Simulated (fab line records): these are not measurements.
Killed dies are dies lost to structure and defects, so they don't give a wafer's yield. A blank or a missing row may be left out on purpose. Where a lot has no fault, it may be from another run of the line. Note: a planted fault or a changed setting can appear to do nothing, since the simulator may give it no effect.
Struck lot and sound lot, side by side	flow n5Finfet	38 out of 1938 route steps
Sound: wafers L234.3, L234.4. Struck: wafers L242.1, L242.3, L242.5. The cause is named last.
Order at every step that has rows: each side's tool, ch and its chambers, its first start. Under that, the readings that differ: sound wafers	struck wafers	difference of the means	sigmas: that difference in standard deviations of wafers without a fault.
alike: readings whose means differ by less than 2 such deviations, and words and numbers that are the same on both sides. not compared: withheld readings, readings that some wafer has no value for, bounds like >300 that may hide the same value, and numbers for which the record gives no deviation and whose values overlap.
A row with sigmas, a row that says differs or no value, or rows on one side alone: a step with any of these is where the two part. When numbers do not overlap yet have no deviation, they are printed without sigmas and do not part them. A reading missing from all wafers of one side parts the sides only when that side holds two or more wafers.

first, 9 steps without rows for these wafers: N5_BEOL_M4_ANNEAL_95 (time 240 s); N5_BEOL_M4_SPUTTER_96 (material Cu, target thk 4.5 nm, time 8.29 s); N5_BEOL_M4_ECD_50 (material Cu, target thk 300 nm); N5_BEOL_M4_ANNEAL_51 (time 90 s); N5_BEOL_M4_CMP_52 (polishes, stops on SiOC, t overpolish 6.8 s, target thk 40 nm); N5_BEOL_M4_PRE_CLEAN_60 (time 15 s); N5_BEOL_M4_CO_CAP_55 (material Co, precursor CCTBA/H2, target thk 2 nm, time 102.1 s); N5_BEOL_M4_PRE_CLEAN_56 (time 15 s); N5_BEOL_M4_DEP_57 (deposits SiCN from 3MS/NH3, target thk 8 nm, time 14 s).
N5_BEOL_M4_RC_MEAS_101:
  sound on prober-01 ch 0, day 10 11:02; struck on prober-01 ch 0, day 12 12:42
reading	sound	struck	difference	sigmas
IOFF_P (nA/um)	0.31 0.28	0.21 0.22 0.19	-0.09	-2
ION_N (uA/um)	695 686	658 674 668	-24	-2
ION_P (uA/um)	477 480	458 462 456	-20	-2
VT_P (mV)	-240 -243	-249 -250 -251	-8	-2
  alike: DIBL_N, DIBL_P, IOFF_N, SS_N, SS_P, VT_N
then, 24 steps without rows for these wafers: N5_BEOL_M5_ILD_DEP_00 (deposits SiCOH lowk from DEMS/porogen, target thk 140.64 nm, time 25.9 s); N5_BEOL_M5_CURE_79 (cures SiCOH lowk, time 240 s); N5_BEOL_M5_PECVD_70 (deposits SiO2 from TEOS/O2, target thk 16 nm, time 18 s); N5_BEOL_M5_HM_DEP_02 (deposits TiN, target thk 20 nm); N5_BEOL_M5_COAT_59 (time 60 s, resist thk 60 nm); N5_BEOL_M5_COAT_60 (time 60 s, resist thk 12 nm); N5_BEOL_M5_COAT_71 (time 60 s, resist thk 5 nm); N5_BEOL_M5_COAT_05 (resist thk 30 nm); N5_BEOL_M5_EBR_07; N5_BEOL_M5_SOFTBAKE_06 (time 60 s); N5_BEOL_M5_EXPOSE_08 (exposes mask M5, target cd 28 nm); N5_BEOL_M5_PEB_09 (peb time 60 s); N5_BEOL_M5_DEVELOP_10 (develop time 30 s); N5_BEOL_M5_DESCUM_16 (chemistry O2, time 7 s); N5_BEOL_M5_ETCH_72 (etches underlayer in N2/H2, target depth 6.5 nm, time 5.2 s); N5_BEOL_M5_ETCH_61 (etches SiARC in CF4, target depth 15.6 nm, time 26 s); N5_BEOL_M5_ETCH_62 (etches SOC in N2/H2, target depth 75 nm, overetch 15 nm, time 112.5 s); N5_BEOL_M5_STRIP_63 (strips in N2/H2); N5_BEOL_M5_STRIP_73 (strips in N2/H2); N5_BEOL_M5_STRIP_64 (strips in CF4); N5_BEOL_M5_HM_OPEN_17 (chemistry Cl2/BCl3, target TiN, target depth 20 nm, overetch 6 nm); N5_BEOL_M5_STRIP_19 (strips in O2); N5_BEOL_M5_COAT_65 (time 60 s, resist thk 60 nm); N5_BEOL_M5_COAT_66 (time 60 s, resist thk 12 nm).
N5_BEOL_M6_STRIP_19: strips in O2.
  sound on rieDiel-01 ch 2, day 11 02:31; struck on rieDiel-01 ch 0,1,3, day 13 09:23
  no value came back on the struck wafers for any of 8 readings (biasPowerW (W), chamberPressureMTorr (mTorr) and others); on the sound wafers biasPowerW (W) reads 0 0
reading	sound	struck	difference	sigmas
model.SOC_of_BEOL_M6_COAT_59.thkNm (nm)	0 0	92.2 92.2 92.6	+92.3	
  not compared: rfHoursCounterH
N5_BEOL_M6_ETCH_66: etches SOC in N2/H2, target depth 80 nm, overetch 16 nm, time 120 s.
  sound on rieDiel-06 ch 1,3, day 11 03:07; struck on rieDiel-01 ch 0,1,2, day 13 11:54
reading	sound	struck	difference	sigmas
oesProductAu (a.u.)	0.59 0.64	0.95 0.85 0.99	+0.31	+7
model.etch.depthNm (nm)	59.88 60.1	101.5 97.5 97.57	+38.9	
  alike: drypumpMotorCurrentA, rfVppV, showerheadPlenumPTorr, tempC, throttleValvePct
  not compared: rfHoursCounterH
N5_BEOL_M6_VIA_ETCH_34: etches SiCOH lowk in C4F6/O2, target depth 126.3 nm, time 50.9 s.
  sound on rieDiel-06 ch 1,3, day 11 03:13; struck on rieDiel-01 ch 0,1,2, day 13 12:00
reading	sound	struck	difference	sigmas
oesProductAu (a.u.)	0.78 0.84	0.35 0.32 0.36	-0.47	-8
  alike: drypumpMotorCurrentA, rfVppV, showerheadPlenumPTorr, throttleValvePct
  not compared: rfHoursCounterH
-- record jumps: 3 days separate the struck wafers' starts on either side; left off in module BEOL_M6, taken up again in module PASSIVATION, whose first shown step is the route's number 1936 --
N5_PASSIVATION_PROBE_49:
  only the struck wafers here have rows in the record (prober-01, day 16 21:16); the sound ones have none

## WHERE THEY PART
At N5_BEOL_M4_RC_MEAS_101 first; at N5_PASSIVATION_PROBE_49 last (within this record only).

WHY: whatever the simulator had introduced
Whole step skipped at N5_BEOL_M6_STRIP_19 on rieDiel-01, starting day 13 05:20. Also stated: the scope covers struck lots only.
